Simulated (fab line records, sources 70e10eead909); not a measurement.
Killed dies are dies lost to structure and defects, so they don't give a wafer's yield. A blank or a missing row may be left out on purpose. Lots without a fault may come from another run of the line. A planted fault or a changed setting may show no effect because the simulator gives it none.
Which tool did it? | flow nand_harc | 13 lots, 39 wafers sampled, at 5 steps of a route of 1159

WHAT THE GAUGES READ, wafer by wafer
NHARC_END_SORT_01.
lot  | measured     | on        | killed_at_array | killed_at_other | killed_at_periphery | killed_dies | killed_open | killed_short
L491 | day 23 20:25 | prober-01 | 51 346 32       | 0 0 1           | 4 2 2               | 55 348 35   | 6 4 2       | 2 1 4
L495 | day 24 04:55 | prober-02 | 325 262 37      | 1 0 0           | 3 1 3               | 329 263 40  | 2 4 4       | 0 3 2

WHICH TOOL RAN EACH LOT (tool, then ch and the chambers of the sampled wafers, then the start)
lot  | NHARC_A_STAIRCASE_ETCH_223                    | NHARC_A_STAIRCASE_ETCH_225         | NHARC_A_STAIRCASE_ETCH_227                    | NHARC_A_STAIRCASE_ETCH_232
L480 | rie_diel-03 ch 1,3, day 11 10:38 or earlier   | rie_diel-03 ch 0,1,3, day 11 10:38 | rie_diel-03 ch 0,3, no start                  | rie_diel-02 ch 0,1,3, no start
L478 | rie_diel-03 ch 0,1, day 11 11:11 or earlier   | rie_diel-03 ch 0,3, day 11 11:11   | rie_diel-03 ch 0,3, no start                  | rie_diel-03 ch 0,1,2, no start
L482 | rie_diel-03 ch 0,3, day 12 04:41 or earlier   | rie_diel-03 ch 0,2,3, day 12 04:41 | rie_diel-03 ch 0,3, no start                  | rie_diel-03 ch 0,2,3, no start
L481 | rie_diel-02 ch 0,1,3, day 12 04:53 or earlier | rie_diel-02 ch 0,2,3, day 12 04:53 | rie_diel-02 ch 0,1,2, no start                | rie_diel-11 ch 1,2, no start
L486 | rie_diel-02 ch 0,2,3, day 13 06:40 or earlier | rie_diel-02 ch 0,1,2, day 13 06:40 | rie_diel-02 ch 0,2,3, no start                | rie_diel-02 ch 0,1,3, no start
L487 | rie_diel-11 ch 0,1,3, day 13 06:58 or earlier | rie_diel-11 ch 1,2,3, day 13 06:58 | rie_diel-11 ch 1,2,3, no start                | rie_diel-11 ch 0,2, no start
L488 | rie_diel-11 ch 0,1,2, day 13 12:38 or earlier | rie_diel-11 ch 1,2,3, day 13 12:38 | rie_diel-11 ch 0,1, no start                  | rie_diel-11 ch 0,1,2, no start
L492 | rie_diel-03 ch 0,1,2, day 14 11:28 or earlier | rie_diel-03 ch 0,1,3, day 14 11:28 | rie_diel-03 ch 0,1,2, no start                | rie_diel-03 ch 0,2,3, no start
L489 | rie_diel-03 ch 0,1,3, day 14 15:40 or earlier | rie_diel-03 ch 0,2,3, day 14 15:40 | rie_diel-03 ch 1,2,3, no start                | rie_diel-03 ch 0,1,2, no start
L491 | rie_diel-03 ch 0,1,2, day 15 08:01 or earlier | rie_diel-03 ch 1,2,3, day 15 08:01 | rie_diel-03 ch 0,1,3, day 23 20:25 or earlier | rie_diel-03 ch 1,2,3, day 23 20:25 or earlier
L495 | rie_diel-03 ch 0,1,3, day 15 10:54 or earlier | rie_diel-03 ch 1,3, day 15 10:54   | rie_diel-03 ch 0,1,3, day 24 04:55 or earlier | rie_diel-02 ch 1,2,3, day 24 04:55 or earlier
L500 | rie_diel-11 ch 0,1,3, day 16 23:10 or earlier | rie_diel-11 ch 0,1,2, day 16 23:10 | rie_diel-11 ch 0,2,3, no start                | rie_diel-02 ch 0,2,3, no start
L501 | rie_diel-02 ch 0,1,2, day 17 06:29 or earlier | rie_diel-02 ch 0,1,3, day 17 06:29 | rie_diel-02 ch 1,2,3, no start                | rie_diel-02 ch 0,1,3, no start
- NHARC_A_STAIRCASE_ETCH_223: etches the open film in C4F8/O2, target depth 100 nm, time 40.5 s.
- NHARC_A_STAIRCASE_ETCH_225: etches the open film in C4F8/O2, target depth 100 nm, time 40.5 s.
- NHARC_A_STAIRCASE_ETCH_227: etches the open film in C4F8/O2, target depth 100 nm, time 40.5 s.
- NHARC_A_STAIRCASE_ETCH_232: etches the open film in C4F8/O2, target depth 100 nm, time 40.5 s.

WHAT THE TOOLS THEMSELVES READ (means of the sampled wafers that have a number; where no wafer has one, the mark that the record gives instead)
NHARC_A_STAIRCASE_ETCH_223.
lot  | tool        | oes_product_au (a.u.) | rf_vpp_V (V) | run_length_s (s)
L480 | rie_diel-03 | 0.933                 | 894          | 61.5
L478 | rie_diel-03 | 0.938                 | 895          | 61.4
L482 | rie_diel-03 | 0.929                 | 893          | 61.5
L481 | rie_diel-02 | 0.939                 | 889          | 62.1
L486 | rie_diel-02 | 0.930                 | 892          | 62.1
L487 | rie_diel-11 | 0.939                 | 898          | 61.9
L488 | rie_diel-11 | 0.943                 | 899          | 61.9
L492 | rie_diel-03 | 0.940                 | 897          | 61.8
L489 | rie_diel-03 | 0.935                 | 894          | 61.5
L491 | rie_diel-03 | 0.935                 | 897          | 61.6
L495 | rie_diel-03 | 0.943                 | 894          | 61.7
L500 | rie_diel-11 | 0.943                 | 897          | 62.2
L501 | rie_diel-02 | 0.951                 | 897          | 61.7

NHARC_A_STAIRCASE_ETCH_225.
lot  | tool        | oes_product_au (a.u.) | rf_vpp_V (V) | run_length_s (s)
L480 | rie_diel-03 | 0.933                 | 895          | 61.4
L478 | rie_diel-03 | 0.942                 | 895          | 61.4
L482 | rie_diel-03 | 0.935                 | 896          | 61.6
L481 | rie_diel-02 | 0.959                 | 891          | 61.9
L486 | rie_diel-02 | 0.934                 | 891          | 61.9
L487 | rie_diel-11 | 0.951                 | 899          | 61.9
L488 | rie_diel-11 | 0.945                 | 899          | 62.1
L492 | rie_diel-03 | 0.933                 | 895          | 61.9
L489 | rie_diel-03 | 0.929                 | 896          | 61.7
L491 | rie_diel-03 | 0.936                 | 896          | 58.5
L495 | rie_diel-03 | 0.913                 | 893          | 55.0
L500 | rie_diel-11 | 0.952                 | 898          | 62.0
L501 | rie_diel-02 | 0.945                 | 901          | 61.9

NHARC_A_STAIRCASE_ETCH_227.
lot  | tool        | oes_product_au (a.u.) | rf_vpp_V (V) | run_length_s (s)
L480 | rie_diel-03 | 0.926                 | 893          | 61.5
L478 | rie_diel-03 | 0.947                 | 894          | 61.6
L482 | rie_diel-03 | 0.944                 | 894          | 61.7
L481 | rie_diel-02 | 0.959                 | 892          | 61.9
L486 | rie_diel-02 | 0.937                 | 891          | 62.0
L487 | rie_diel-11 | 0.950                 | 899          | 62.0
L488 | rie_diel-11 | 0.941                 | 898          | 62.0
L492 | rie_diel-03 | 0.930                 | 898          | 61.6
L489 | rie_diel-03 | 0.936                 | 896          | 61.5
L491 | rie_diel-03 | 0.944                 | 894          | 61.3
L495 | rie_diel-03 | 0.942                 | 895          | 61.6
L500 | rie_diel-11 | 0.947                 | 898          | 61.8
L501 | rie_diel-02 | 0.952                 | 901          | 61.9

NHARC_A_STAIRCASE_ETCH_232.
lot  | tool        | oes_product_au (a.u.) | rf_vpp_V (V) | run_length_s (s)
L480 | rie_diel-02 | 0.948                 | 889          | 62.4
L478 | rie_diel-03 | 0.943                 | 898          | 61.6
L482 | rie_diel-03 | 0.953                 | 897          | 61.6
L481 | rie_diel-11 | 0.958                 | 900          | 62.0
L486 | rie_diel-02 | 0.944                 | 889          | 62.3
L487 | rie_diel-11 | 0.950                 | 898          | 62.2
L488 | rie_diel-11 | 0.945                 | 899          | 62.1
L492 | rie_diel-03 | 0.928                 | 895          | 61.7
L489 | rie_diel-03 | 0.935                 | 899          | 62.0
L491 | rie_diel-03 | 0.944                 | 897          | 61.9
L495 | rie_diel-02 | 0.962                 | 901          | 61.9
L500 | rie_diel-02 | 0.959                 | 896          | 62.0
L501 | rie_diel-02 | 0.949                 | 901          | 62.2

THE ANSWER, worked out from the rows above alone
Rule: what is usual is taken from the lots themselves. Put in order of their means at a reading, lots are off if they are a third of the lots or fewer, leave a main group of 4 or more, and stand apart from it by a gap of 3 or more times the standard deviation of the main group's means; of several such gaps the widest counts. A main group whose means are all the same, to the digits that the tables above print for the reading, isn't used. A lot without any number at a reading at which 4 lots or more have one is off too. The other lots that the step has rows for count as sound. The gauges are gone through in route order, then the tools' own readings, and for those a lot's mean is taken as printed above. The first step at which some lot is off is used, and at that step the reading that is off furthest; a lot without a number counts as furthest.
Off: L491, L495, at NHARC_A_STAIRCASE_ETCH_225 (run_length_s). The main group: mean 61.8 s, standard deviation 0.22.
A tool fits if, at that step or a process step before it, it ran every lot that is off, and no sound lot after the first of them. NHARC_A_STAIRCASE_ETCH_223 gives no start for some lots, so the hours and the order of its lots are those of NHARC_A_STAIRCASE_ETCH_225. One fits: rie_diel-03 at NHARC_A_STAIRCASE_ETCH_223 and NHARC_A_STAIRCASE_ETCH_225. At NHARC_A_STAIRCASE_ETCH_223 its last sound lot is L489 (day 14 15:40), its first lot that is off L491 (day 15 08:01): a fault that began between those two fits.

WHAT THE SIMULATOR HAD PUT IN
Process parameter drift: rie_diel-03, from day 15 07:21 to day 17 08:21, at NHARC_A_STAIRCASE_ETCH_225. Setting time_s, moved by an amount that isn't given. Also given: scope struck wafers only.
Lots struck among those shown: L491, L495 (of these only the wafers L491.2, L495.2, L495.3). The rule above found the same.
